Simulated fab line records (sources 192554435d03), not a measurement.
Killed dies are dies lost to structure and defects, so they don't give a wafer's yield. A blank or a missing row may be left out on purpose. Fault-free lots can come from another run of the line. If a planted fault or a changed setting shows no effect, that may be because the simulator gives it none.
fab line records	flow n5Finfet
record lots=6	wafers=17	lastDay=17
route steps=1938 shown DUMMY_GATE@235 BEOL_M4@1111 PASSIVATION@1936
lots with no fault: from the same line, run without faults
startH: hours from the record's opening day to when the first of the lot's shown wafers began	waitH: hours elapsed since this lot's preceding step	" same as the row above	L1.1+2: a row that stands for several wafers	- no value, or no start was given	* or withheld: withheld	< > ~ a bound
route shown NAME@n: NAME is a module with steps in the file, n the number in the route of the first one	usual: mean and standard deviation over wafers with no fault	same: alike in all rows	chamber/n: place in a boat	sites: the reading at each site	_std_site: standard deviation across them	_edge_site: inner sites' mean taken away from outer sites' mean	radiusMm: how far each site lies from the wafer's centre	mask NAME#n: copy n	behind: the most recent tool/chamber to have shaped the wafer	hold: why the lot went on hold/how many hours it stayed there/how the hold came to an end	device: the transistor (n, p or np) that didn't switch	end of line: tests run on the same wafers once the route is complete	for a step that has no rows: nothing shown but its recipe	killed: count of dies lost to structure and defects at first sort (not the wafer's yield)	map: per-die view of a wafer (x killed, . not killed, _ where there is no die)
set.NAME: the setting that was run; set.NAME@STEP: the one run at that earlier step	model.NAME: the simulator's own value behind a step, which no gauge read
certain route steps with their lots: each step a table, each wafer a row
services: from which hour (startH, from the record's first day; less than 0 if before it) a tool's chamber was out of use, for how many hours, and why
## steps
# step N5_DUMMY_GATE_ETCH_29
# recipe chemistry=N2/H2	target=underlayer	targetDepthA=130	ionEnergyEv=200	pressureMtorr=30	sourceW=840	biasW=150	n2FlowSccm=200	h2FlowSccm=200
# step N5_DUMMY_GATE_ETCH_36
# recipe chemistry=CF4	target=SiARC	targetDepthA=130	pressureMtorr=40	sourceW=545	biasW=36	Ar_flow_sccm=100	cf4FlowSccm=100	ionEnergyEv=80
# step N5_DUMMY_GATE_ETCH_37
# recipe chemistry=N2/H2	target=SOC	targetDepthA=600	overetchA=300	tempC=40	ionEnergyEv=200	pressureMtorr=30	sourceW=840	biasW=150	n2FlowSccm=200	h2FlowSccm=200
# step N5_DUMMY_GATE_STRIP_38
# recipe chemistry=N2/H2	tempC=40	n2FlowSccm=200	h2FlowSccm=200	rfFrequencyHz=6e+07
# step N5_DUMMY_GATE_STRIP_39
# recipe chemistry=N2/H2	tempC=40	n2FlowSccm=200	h2FlowSccm=200	rfFrequencyHz=6e+07
# step N5_DUMMY_GATE_TRIM_49
# recipe chemistry=O2	resist=SOC	timeS=29	targetCdNm=14	sourcePowerW=300	biasPowerW=0	O2_flow_sccm=100	tempC=20
# usual drypumpMotorCurrentA=5.7/0.45	oesProductAu=1.002/0.018	throttleValvePct=8.12/0.17
lot.wafer	tool	chamber	startH	waitH	drypumpMotorCurrentA	oesProductAu	rfHoursCounterH	throttleValvePct
L114.1	rieSi-05	0	100.10	0.0	6.0	0.977	194	8.46
L114.3	"	3	"	"	6.5	1.011	29	8.22
L114.4	"	2	"	"	5.4	1.002	51	8.05
L119.1	rieSi-02	2	135.63	0.0	5.4	1.009	179	8.19
L119.3	"	1	"	"	5.7	1.019	39	7.82
L119.4	"	3	"	"	5.5	0.980	178	8.26
L120.2	rieSi-05	1	139.66	0.0	5.4	1.011	0	8.07
L120.3	"	0	"	"	6.0	0.988	194	8.47
L120.5	"	3	"	"	6.5	0.998	-	8.24
L121.1	rieSi-05	2	150.38	0.0	5.3	0.998	52	8.04
L121.3	"	3	"	"	6.5	1.003	30	8.23
L121.6	"	3	"	"	6.5	1.006	-	8.21
L123.2	rieSi-05	2	154.88	0.0	5.4	1.002	52	8.03
L123.3	"	3	"	"	6.5	1.001	30	8.22
L124.3	rieSi-05	3	162.17	0.0	6.5	0.996	30	8.23
L124.4	"	1	"	"	5.4	1.010	-	8.05
L124.5	"	3	"	"	6.5	0.992	-	8.22
# step N5_DUMMY_GATE_STRIP_40
# recipe chemistry=CF4	resist=SiARC	powerW=300	biasPowerW=75	pressureMtorr=50	cf4FlowSccm=150	rfFrequencyHz=6e+07
# usual cf4FlowSccm=149.9/0.44	drypumpMotorCurrentA=5.7/0.44	oesProductAu=0.74/0.078	rfVppV=271.0/1.6	showerheadPlenumPTorr=1.79/0.056	throttleValvePct=13.58/0.27
lot.wafer	tool	chamber	startH	waitH	cf4FlowSccm	drypumpMotorCurrentA	oesProductAu	rfHoursCounterH	rfVppV	showerheadPlenumPTorr	throttleValvePct
L114.1	rieDiel-03	0	100.20	0.1	150.3	6.0	0.69	212	272.4	1.77	13.46
L114.3	"	1	"	"	150.3	6.3	0.70	214	273.1	1.84	13.94
L114.4	"	2	"	"	149.4	5.0	0.68	235	273.6	1.85	13.74
L119.1	rieDiel-03	3	135.72	0.1	150.4	5.7	0.68	222	270.1	1.79	13.83
L119.3	"	0	"	"	149.9	6.1	0.68	224	272.0	1.77	13.49
L119.4	"	1	"	"	149.5	6.4	0.70	226	274.3	1.84	13.96
L120.2	rieDiel-01	3	139.76	0.1	150.3	5.6	0.77	137	273.0	1.88	13.46
L120.3	"	2	"	"	150.0	5.2	0.79	119	269.3	1.74	13.50
L120.5	"	1	"	"	150.8	5.7	0.85	-	268.8	1.75	13.27
L121.1	rieDiel-01	2	150.54	0.1	149.7	5.2	0.79	124	268.3	1.74	13.52
L121.3	"	3	"	"	150.3	5.6	0.76	142	273.7	1.88	13.46
L121.6	"	2	"	"	150.3	5.2	0.77	-	269.5	1.74	13.51
L123.2	rieDiel-03	3	155.05	0.1	150.0	5.7	0.68	230	271.2	1.79	13.84
L123.3	"	1	"	"	149.1	6.3	0.69	234	272.4	1.84	13.98
L124.3	rieDiel-03	1	162.48	0.3	150.0	6.3	0.68	237	273.4	1.84	13.99
L124.4	"	0	"	"	150.0	6.0	0.68	-	269.1	1.76	13.51
L124.5	"	3	"	"	150.7	5.7	0.68	-	270.7	1.79	13.85
# step N5_DUMMY_GATE_CD_MEAS_50
# recipe targetCdNm=14
# usual cdNm=14.0/0.34
lot.wafer	tool	chamber	startH	waitH	cdNm
L114.1	cdSem-02	-	100.25	0.0	13.5
L114.3	"	-	"	"	13.5
L114.4	"	-	"	"	14.0
L119.1	cdSem-01	-	135.77	0.0	13.7
L119.3	"	-	"	"	13.9
L119.4	"	-	"	"	13.7
L120.2	cdSem-03	-	139.81	0.0	13.5
L120.3	"	-	"	"	13.3
L120.5	"	-	"	"	13.4
L121.1	cdSem-01	-	150.59	0.0	14.1
L121.3	"	-	"	"	14.1
L121.6	"	-	"	"	13.6
L123.2	cdSem-02	-	155.10	0.0	13.7
L123.3	"	-	"	"	13.7
L124.3	cdSem-03	-	162.54	0.0	13.8
L124.4	"	-	"	"	14.1
L124.5	"	-	"	"	13.3
# step N5_DUMMY_GATE_ETCH_31
# recipe chemistry=C4F6/O2	target=SiO2	maskMaterial=SOC	targetDepthA=825	timeS=27.5	ionEnergyEv=250	pressureMtorr=30	sourceW=345	biasW=185	Ar_flow_sccm=300	C4F6_flow_sccm=10	O2_flow_sccm=10
# usual drypumpMotorCurrentA=5.6/0.42	oesProductAu=0.77/0.084	rfVppV=662/12	showerheadPlenumPTorr=2.82/0.098	throttleValvePct=21.05/0.21
lot.wafer	tool	chamber	startH	waitH	drypumpMotorCurrentA	oesProductAu	rfHoursCounterH	rfVppV	showerheadPlenumPTorr	throttleValvePct
L114.1	rieDiel-04	2	100.30	0.0	6.2	0.91	24	671	2.93	20.77
L114.3	"	0	"	"	5.8	0.71	217	665	2.80	21.30
L114.4	"	3	"	"	5.1	0.71	181	651	2.73	21.03
L119.1	rieDiel-04	1	135.82	0.0	5.7	0.77	130	652	2.63	20.89
L119.3	"	3	"	"	5.2	0.71	192	651	2.73	21.05
L119.4	"	2	"	"	6.2	0.90	35	671	2.92	20.80
L120.2	rieDiel-01	3	139.86	0.0	5.6	0.78	137	680	2.98	21.03
L120.3	"	2	"	"	5.2	0.79	119	671	2.75	21.03
L120.5	"	3	"	"	5.6	0.78	-	681	2.98	21.03
L121.1	rieDiel-03	0	150.76	0.2	6.0	0.69	229	653	2.79	20.85
L121.3	"	1	"	"	6.3	0.69	232	676	2.93	21.53
L121.6	"	1	"	"	6.3	0.70	-	676	2.93	21.53
L123.2	rieDiel-03	3	155.15	0.0	5.7	0.68	230	647	2.82	21.30
L123.3	"	0	"	"	6.0	0.67	231	654	2.79	20.85
L124.3	rieDiel-04	1	162.58	0.0	5.7	0.77	136	653	2.63	20.91
L124.4	"	0	"	"	5.8	0.69	238	664	2.79	21.33
L124.5	"	0	"	"	5.8	0.70	-	663	2.79	21.31
# step N5_DUMMY_GATE_STRIP_41
# recipe chemistry=O2	powerW=400	tempC=40	pressureMtorr=30	rfFrequencyHz=6e+07	biasPowerW=0	overashFraction=0.3	o2FlowSccm=225
# usual drypumpMotorCurrentA=5.6/0.42	oesProductAu=0.77/0.086	rfVppV=3.7/0.47	showerheadPlenumPTorr=2.07/0.07	throttleValvePct=16.54/0.25
lot.wafer	tool	chamber	startH	waitH	drypumpMotorCurrentA	oesProductAu	rfHoursCounterH	rfVppV	showerheadPlenumPTorr	throttleValvePct
L114.1	rieDiel-04	2	100.35	0.0	6.2	0.93	24	3.4	2.14	16.12
L114.3	"	0	"	"	5.8	0.71	217	2.9	2.06	16.88
L114.4	"	3	"	"	5.2	0.71	181	3.2	2.00	16.52
L119.1	rieDiel-04	1	135.87	0.0	5.7	0.77	130	3.3	1.94	16.48
L119.3	"	3	"	"	5.2	0.70	192	4.0	1.99	16.55
L119.4	"	2	"	"	6.2	0.91	35	3.8	2.13	16.16
L120.2	rieDiel-01	3	139.91	0.0	5.6	0.77	137	3.8	2.18	16.43
L120.3	"	2	"	"	5.2	0.78	119	3.7	2.03	16.58
L120.5	"	3	"	"	5.6	0.76	-	3.7	2.18	16.45
L121.1	rieDiel-03	0	150.81	0.0	6.1	0.68	229	4.2	2.05	16.42
L121.3	"	1	"	"	6.3	0.69	232	3.2	2.16	17.06
L121.6	"	1	"	"	6.3	0.68	-	3.4	2.16	17.04
L123.2	rieDiel-03	3	155.20	0.0	5.7	0.68	230	4.4	2.07	16.83
L123.3	"	0	"	"	6.1	0.68	231	3.5	2.05	16.44
L124.3	rieDiel-04	1	162.63	0.0	5.7	0.77	136	3.1	1.94	16.48
L124.4	"	0	"	"	5.7	0.69	238	3.2	2.06	16.92
L124.5	"	0	"	"	5.7	0.69	-	3.5	2.06	16.90
# step N5_DUMMY_GATE_HM_OPEN_21
# recipe chemistry=CH3F/O2	target=SiNx	targetDepthA=1200	Ar_flow_sccm=150	CH3F_flow_sccm=30	O2_flow_sccm=23	timeS=171.4	pressureMtorr=30	sourceW=395	biasW=73	ionEnergyEv=120.7
# step N5_DUMMY_GATE_ETCH_32
# recipe chemistry=CF4	target=SiO2	targetDepthA=35	timeS=3.9	ionEnergyEv=350	pressureMtorr=10	icpW=800	biasW=400	cf4FlowSccm=80
# step N5_DUMMY_GATE_ETCH_23
# recipe chemistry=HBr/Cl2/O2	HBr_flow_sccm=150	Cl2_flow_sccm=80	O2_flow_sccm=12	biasW=102	targetDepthA=410	timeS=22.3	target=poly-Si	maskMaterial=SiO2	pressureMtorr=10	icpW=800
# usual HBr_flow_sccm=150.0/0.43	drypumpMotorCurrentA=5.6/0.37	oesProductAu=1.003/0.021	throttleValvePct=37.2/0.32
lot.wafer	tool	chamber	startH	waitH	HBr_flow_sccm	drypumpMotorCurrentA	oesProductAu	rfHoursCounterH	throttleValvePct	model.etch.depthNm
L114.1	rieSi-02	3	100.58	0.0	150.5	5.5	0.982	178	37.1	41.64
L114.3	"	0	"	"	150.3	5.7	1.013	140	37.2	41.67
L114.4	"	1	"	"	150.3	5.6	1.024	38	36.7	41.24
L119.1	rieSi-06	0	136.10	0.0	149.7	5.6	1.003	4	36.8	40.98
L119.3	"	2	"	"	150.1	5.3	1.045	105	37.3	42.13
L119.4	"	1	"	"	150.4	5.1	0.967	2	37.3	40.01
L120.2	rieSi-05	0	140.14	0.0	150.2	6.0	0.980	194	37.2	41.66
L120.3	"	1	"	"	150.1	5.4	1.009	0	37.4	41.48
L120.5	"	1	"	"	150.3	5.4	0.999	-	37.4	40.94
L121.1	rieSi-06	1	151.04	0.0	150.4	5.0	0.976	2	37.3	40.46
L121.3	"	0	"	"	150.0	5.6	0.987	4	36.8	40.7
L121.6	"	3	"	"	150.3	5.9	0.771	-	37.3	27.47
L123.2	rieSi-06	1	155.43	0.0	150.5	5.1	0.741	2	37.3	26.66
L123.3	"	0	"	"	149.6	5.6	0.983	4	36.8	40.48
L124.3	rieSi-02	3	162.86	0.0	150.0	5.5	0.989	179	37.1	41.63
L124.4	"	2	"	"	150.0	5.4	1.013	179	37.1	41.23
L124.5	"	1	"	"	149.5	5.7	1.026	-	36.7	41.55
# step N5_DUMMY_GATE_ETCH_44
# recipe chemistry=HBr/O2	overEtchFrac=0.7	targetDepthA=1275	stopOn=SiO2	ionEnergyEv=60	biasW=20	target=poly-Si	maskMaterial=SiO2	pressureMtorr=20	icpW=400	HBr_flow_sccm=120	O2_flow_sccm=10
# usual HBr_flow_sccm=120.0/0.37	drypumpMotorCurrentA=5.6/0.36	oesProductAu=0.726/0.015	throttleValvePct=18.47/0.19
lot.wafer	tool	chamber	startH	waitH	HBr_flow_sccm	drypumpMotorCurrentA	oesProductAu	rfHoursCounterH	throttleValvePct
L114.1	rieSi-02	3	100.64	0.0	120.6	5.5	0.709	178	18.44
L114.3	"	0	"	"	120.5	5.7	0.726	140	18.43
L114.4	"	1	"	"	119.8	5.7	0.732	38	18.16
L119.1	rieSi-06	0	136.16	0.0	120.1	5.6	0.711	4	18.26
L119.3	"	2	"	"	119.5	5.3	0.742	105	18.36
L119.4	"	1	"	"	119.2	5.1	0.715	2	18.40
L120.2	rieSi-05	0	140.20	0.0	118.9	6.0	0.712	194	18.72
L120.3	"	1	"	"	119.7	5.4	0.710	0	18.47
L120.5	"	1	"	"	120.0	5.4	0.723	-	18.49
L121.1	rieSi-06	1	151.10	0.0	120.4	5.1	0.724	2	18.42
L121.3	"	0	"	"	120.7	5.6	0.707	4	18.27
L121.6	"	3	"	"	119.4	5.9	0.735	-	18.66
L123.2	rieSi-06	1	155.49	0.0	120.1	5.1	0.717	2	18.43
L123.3	"	0	"	"	120.2	5.6	0.711	4	18.28
L124.3	rieSi-02	3	162.92	0.0	120.1	5.5	0.708	179	18.43
L124.4	"	2	"	"	119.9	5.4	0.739	179	18.46
L124.5	"	1	"	"	119.3	5.7	0.727	-	18.18
# step N5_BEOL_M4_RC_MEAS_101
# usual DIBL_N=36.5/1.4	DIBL_P=36.6/1.9	IOFF_N=0.167/0.029	IOFF_P=0.21/0.033	ION_N=674/12	ION_P=460/8.9	SS_N=71.6/0.57	SS_P=73.4/0.61	VT_N=249/3.3	VT_P=-250/3.3
lot.wafer	tool	chamber	startH	waitH	DIBL_N[mV/V]	DIBL_P[mV/V]	IOFF_N[nA/um]	IOFF_P[nA/um]	ION_N[uA/um]	ION_P[uA/um]	SS_N[mV/dec]	SS_P[mV/dec]	VT_N[mV]	VT_P[mV]
L114.1	prober-01	0	214.73	0.0	39.4	39.9	0.250	0.27	695	468	72.0	74.6	238	-248
L114.3	"	0	"	"	36.2	35.6	0.155	0.18	681	457	72.0	73.7	247	-252
L114.4	"	0	"	"	38.2	37.7	0.201	0.21	686	461	72.1	73.2	246	-252
L119.1	prober-02	0	263.65	0.0	38.4	38.3	0.193	0.25	676	462	71.1	73.3	249	-247
L119.3	"	0	"	"	35.9	36.9	0.154	0.23	678	474	72.1	72.9	250	-247
L119.4	"	0	"	"	35.9	36.2	0.146	0.22	668	462	71.3	72.9	250	-247
L120.2	prober-01	0	265.89	0.2	37.2	38.0	0.184	0.21	679	464	70.9	73.5	246	-249
L120.3	"	0	"	"	39.7	39.8	0.224	0.25	676	455	72.4	74.5	248	-249
L120.5	"	0	"	"	37.9	39.0	0.195	0.22	678	460	72.5	74.1	249	-250
L121.1	prober-01	0	268.40	0.0	37.2	36.0	0.143	0.17	645	444	71.6	73.7	252	-257
L121.3	"	0	"	"	38.2	37.0	0.149	0.17	659	447	71.8	72.9	252	-257
L121.6	"	0	"	"	37.9	36.4	0.149	0.17	664	445	71.4	72.7	250	-256
L124.3	prober-02	0	287.07	0.3	38.7	38.4	0.205	0.22	686	457	71.3	74.2	245	-250
L124.4	"	0	"	"	37.2	38.2	0.190	0.21	698	470	71.8	73.4	246	-251
L124.5	"	0	"	"	38.9	39.4	0.218	0.24	693	463	72.1	75.1	245	-250
L123.2	prober-01	0	289.38	0.2	38.4	39.2	0.192	0.25	666	460	72.0	74.2	248	-249
L123.3	"	0	"	"	38.4	38.6	0.184	0.23	688	466	71.4	73.7	249	-250
# step N5_PASSIVATION_PROBE_49
# usual defectLimitedYield=91.2/1.6	killed_at_M0_to_M3=34/11	killed_at_M4_up=14/5.7	killedAtContacts=14/6.6	killedAtFrontEnd=37/10	killedAtOther=4/3.2	killedDies=104/19	killedOpen=69/13	killedShort=33/8.7	sort_bin_5_function=5.1/1	sort_bin_6_memory=3.3/0.76	sort_bin_8_speed=0.00/0.016	sortNPass=1076/19	sortYieldPct=91.2/1.6
# same grossDies=1180	killedAtBackSide=0	sort_bin_4_leakage[%]=0
lot.wafer	tool	chamber	startH	waitH	defectLimitedYield[%]	killed_at_M0_to_M3	killed_at_M4_up	killedAtContacts	killedAtFrontEnd	killedAtOther	killedDies	killedOpen	killedShort	sort_bin_5_function[%]	sort_bin_6_memory[%]	sort_bin_8_speed[%]	sortNPass	sortYieldPct[%]
L114.1	prober-02	-	313.48	0.0	89.7	25	28	18	51	0	122	87	35	6.2	3.8	0	1058	89.7
L114.3	prober-02	-	313.58	0.1	91.5	13	16	25	44	2	100	67	32	5.3	3.0	0	1080	91.5
L114.4	prober-02	-	313.63	0.2	89.2	41	25	13	46	3	128	79	48	6.6	3.8	0	1052	89.2
L123.2	prober-01	-	395.78	0.1	90.7	33	12	14	46	5	110	76	28	5.6	2.9	0	1070	90.7
L123.3	prober-01	-	395.83	0.1	90.6	48	15	9	36	3	111	79	28	5.3	3.5	0	1069	90.6
# killed by level:class
L114.1 MOL_CONTACT_COAG:geometricParticle:open=15 FIN_SAQP:geometricParticle:open=12 BEOL_M4:geometricParticle:open=12 STI_FIN_REVEAL:geometricParticle:open=9 DUMMY_GATE:geometricParticle:open=8 GATE_CUT:geometricParticle:short=8 BEOL_M0_SAQP:geometricParticle:open=6 BEOL_M1:geometricParticle:open=5
L114.3 MOL_CONTACT_COAG:geometricParticle:open=20 FIN_SAQP:geometricParticle:short=9 STI_FIN_REVEAL:geometricParticle:open=9 FIN_SAQP:geometricParticle:open=7 DUMMY_GATE:geometricParticle:open=5 MOL_CONTACT_COAG:geometricParticle:short=5 BEOL_M2:geometricParticle:open=5 BEOL_M4:geometricParticle:open=5
L114.4 BEOL_M4:geometricParticle:open=11 MOL_CONTACT_COAG:geometricParticle:open=11 BEOL_M0_SAQP:geometricParticle:short=11 BEOL_M3:geometricParticle:open=9 STI_FIN_REVEAL:geometricParticle:open=8 GATE_CUT:geometricParticle:short=8 DUMMY_GATE:geometricParticle:open=6 BEOL_M0_SAQP:geometricParticle:open=5
L123.2 STI_FIN_REVEAL:geometricParticle:open=13 MOL_CONTACT_COAG:geometricParticle:open=12 FIN_SAQP:geometricParticle:open=9 BEOL_M1:geometricParticle:open=9 BEOL_M3:geometricParticle:open=9 HKMG_FIN:areaEtch=5 GATE_CUT:geometricParticle:short=4 BEOL_M0_SAQP:geometricParticle:short=4
L123.3 BEOL_M0_SAQP:geometricParticle:open=12 BEOL_M2:geometricParticle:open=10 FIN_SAQP:geometricParticle:open=9 MOL_CONTACT_COAG:geometricParticle:open=8 BEOL_M3:geometricParticle:open=8 BEOL_M7:geometricParticle:open=6 FIN_SAQP:geometricParticle:short=4 BEOL_M1:geometricParticle:open=4
## services
tool	chamber	startH	hours	kind
rieSi-02	1	80.68	5.7	repair
rieDiel-04	0	90.90	7.5	repair
rieSi-02	3	92.27	2.7	repair
rieSi-05	1	105.88	-	clean
rieSi-05	1	105.88	23.8	scheduledDown
rieSi-05	1	105.88	23.8	ventCycle
rieDiel-04	1	136.39	8.7	repair
rieDiel-03	2	142.38	-	clean
rieDiel-03	2	142.38	-	consumableReplace:focusRing
rieDiel-03	2	142.38	20.4	scheduledDown
rieDiel-03	2	142.38	20.4	ventCycle
rieDiel-01	0	144.02	-	clean
rieDiel-01	0	144.02	-	consumableReplace:focusRing
rieDiel-01	0	144.02	16.1	scheduledDown
rieDiel-01	0	144.02	16.1	ventCycle
rieSi-05	0	146.12	-	clean
rieSi-05	0	146.12	25.2	scheduledDown
rieSi-05	0	146.12	25.2	ventCycle
## key
firstSign step=N5_DUMMY_GATE_ETCH_23	reading=oesProductAu	direction=down	sigmas=12	usual=1.003	struck=0.756
effect none on later readings
modelEffect step=N5_DUMMY_GATE_ETCH_23	value=etch.depthNm	without=40.87	struck=27.07
metAt N5_DUMMY_GATE_ETCH_23
struckWafers L121.6,L123.2
onsetBetween 136.10 151.04
fault kind=processParameterDrift	tool=rieSi-06	chamber=-	onsetH=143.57	steps=N5_DUMMY_GATE_ETCH_23	channel=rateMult	offset=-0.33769	shape=step	endH=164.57	scope=struckWafersOnly
